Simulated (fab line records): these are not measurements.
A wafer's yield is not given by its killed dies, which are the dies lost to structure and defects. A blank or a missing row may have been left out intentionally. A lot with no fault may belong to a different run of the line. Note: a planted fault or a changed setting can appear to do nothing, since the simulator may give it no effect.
Struck lot and sound lot, side by side | flow n5Finfet | 30 steps out of a route of 1938
Sound: these wafers, L800.2, L800.3, L800.5. Wafers struck: L786.4, L786.5, L786.6. The cause is given at the end.
Each step with rows lists, per side, the tool, then ch with its chambers, then its first start. Under that, the readings that differ: sound wafers | struck wafers | difference of the means | sigmas: that difference in standard deviations of wafers without a fault.
alike: readings with means less than 2 such deviations apart, plus words and numbers identical on both sides. not compared: withheld readings, readings lacking a value on some wafer, bounds such as >300 that could conceal the same value, and numbers that have no deviation in the record and whose values overlap.
Wherever a step has rows on one side only, a row that says differs or no value, or a row with sigmas, the two part there. Non-overlapping numbers with no deviation appear without sigmas and do not part them. A reading missing from all wafers of one side parts the sides only when that side holds two or more wafers.

N5_ZERO_LAYER_PRECLEAN_00: cleans in SPM, time 600 s.
  sound on wetBench-04 ch 1,2,6, day 6 06:04; struck on wetBench-04 ch 0,6,7, day 2 18:04
then, 15 steps without rows for these wafers: N5_ZERO_LAYER_SRD_01 (time 30 s, dry time 30 s); N5_ZERO_LAYER_PECVD_02 (deposits SiO2 from SiH4/N2O, target thk 10 nm, time 6 s); N5_ZERO_LAYER_HMDS_04 (time 60 s); N5_ZERO_LAYER_COAT_05 (resist thk 1000 nm); N5_ZERO_LAYER_EBR_07; N5_ZERO_LAYER_SOFTBAKE_06 (time 90 s); N5_ZERO_LAYER_EXPOSE_08 (exposes mask ZERO, defocus 0 nm, target cd 2000 nm); N5_ZERO_LAYER_PEB_09; N5_ZERO_LAYER_DEVELOP_10 (develop time 60 s); N5_ZERO_LAYER_HARDBAKE_23 (time 120 s); N5_ZERO_LAYER_DESCUM_16 (chemistry O2, time 7.9 s); N5_ZERO_LAYER_ETCH_17 (etches SiO2 in CF4, target depth 12 nm, time 13.3 s); N5_ZERO_LAYER_ETCH_18 (etches Si in HBr/Cl2, target depth 120 nm, time 40 s); N5_ZERO_LAYER_STRIP_24 (strips in O2); N5_ZERO_LAYER_STRIP_19 (strips in SPM, time 900 s).
N5_ZERO_LAYER_INSPECT_20: inspects for defects (darkfield).
  sound: defectInspect-02 at day 6 07:23; struck: defectInspect-02 at day 2 19:25
reading        | sound    | struck      | difference | sigmas
rawDefectCount | 35 15 30 | 353 356 342 | +324       | +22
then, 8 steps without rows for these wafers: N5_WELL_APT_HMDS_01 (time 60 s); N5_WELL_APT_COAT_02 (resist thk 950 nm); N5_WELL_APT_EBR_04; N5_WELL_APT_SOFTBAKE_03 (time 60 s); N5_WELL_APT_EXPOSE_05 (exposes mask NWELL, defocus 0 nm, target cd 200 nm); N5_WELL_APT_PEB_06 (peb time 90 s); N5_WELL_APT_DEVELOP_07 (develop time 45 s); N5_WELL_APT_HARDBAKE_12 (time 120 s).
N5_WELL_APT_INSPECT_10: inspects for defects (macro).
  sound: defectInspect-01 at day 6 07:44; struck: defectInspect-02 at day 2 19:46
reading        | sound | struck         | difference | sigmas
rawDefectCount | 3 1 3 | >300 >300 >300 | differs    | 
then, 1 step without rows for these wafers: N5_WELL_APT_DESCUM_13 (chemistry O2, time 7.9 s).
N5_WELL_APT_INSPECT_38: inspects for defects (darkfield).
  sound: defectInspect-01 at day 6 11:05; struck: defectInspect-02 at day 2 22:53
reading        | sound    | struck      | difference | sigmas
rawDefectCount | 14 10 15 | 358 353 325 | +332       | +59
-- the record jumps here: 6 days lie between the struck wafers' starts before and after (it left off in module WELL_APT and takes up again in module BEOL_M4, whose first step shown is number 1111 of the route) --
N5_BEOL_M4_RC_MEAS_101:
  sound on prober-02 ch 0, day 13 00:25; struck on prober-01 ch 0, day 9 00:50
  alike: DIBL_N, DIBL_P, IOFF_N, IOFF_P, ION_N, ION_P, SS_N, SS_P, VT_N, VT_P
-- the record jumps here: 4 days lie between the struck wafers' starts before and after (it left off in module BEOL_M4 and takes up again in module PASSIVATION, whose first step shown is number 1936 of the route) --
N5_PASSIVATION_PROBE_49:
  rows exist in the record for the struck wafers here (prober-01, day 13 02:32), but not for the sound ones

== WHERE THEY PART ==
At N5_ZERO_LAYER_INSPECT_20 first; at N5_PASSIVATION_PROBE_49 last (within this record only).

WHY: the cause the simulator had injected
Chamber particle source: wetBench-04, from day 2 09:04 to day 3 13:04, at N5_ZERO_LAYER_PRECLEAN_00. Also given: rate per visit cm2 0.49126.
